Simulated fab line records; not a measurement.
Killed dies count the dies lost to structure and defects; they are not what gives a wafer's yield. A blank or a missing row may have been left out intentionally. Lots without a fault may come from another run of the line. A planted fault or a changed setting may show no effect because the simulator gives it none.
Matching of chambers -- flow n5Finfet -- 4 sister chambers for N5_BEOL_M3_ETCH_63 on rieDiel-01
The step etches SiARC in CF4, target depth 15.6 nm, time 26 s. 7 wafers are shown with their chamber, then 8 later ones without.

EACH WAFER AND ITS CHAMBER
wafer,chamber,showerheadPlenumPTorr (Torr),drypumpMotorCurrentA (A)
L081.3,1,2.10,5.9
L084.6,1,2.10,6.0
L087.1,0,2.09,5.1
L088.1,2,2.22,5.7
L088.2,3,2.26,6.2
L088.4,0,2.09,5.1
L089.1,3,2.25,6.2

WAFERS WITHOUT THEIR CHAMBER
wafer,showerheadPlenumPTorr (Torr),drypumpMotorCurrentA (A)
L089.3,2.09,5.9
L089.6,2.09,5.1
L096.1,2.25,6.2
L096.5,2.25,6.2
L096.6,2.21,5.6
L097.1,2.08,5.1
L097.2,2.21,5.6
L097.6,2.25,6.2

THE CHAMBER EACH PASSED THROUGH
wafer,from the rows above,in truth
L089.3,1,1
L089.6,0,0
L096.1,3,3
L096.5,3,3
L096.6,2,2
L097.1,0,0
L097.2,2,2
L097.6,3,3
Correctly placed: 8 of 8. From these rows, 0 cannot be placed. Number placed wrongly: 0.
How it was worked out, from the rows above alone: a wafer's distance from a chamber is the root of the sum, over the readings, of the square of ((its reading less the chamber's mean) divided by the reading's scatter). The wafer belongs to the nearest chamber; if the next one is less than 2 further off, it can't be placed. A chamber's mean is the mean of its shown wafers. The scatter is the square root of a quotient: the sum, over the shown wafers, of each reading's squared deviation from its chamber's mean, divided by wafers minus chambers.
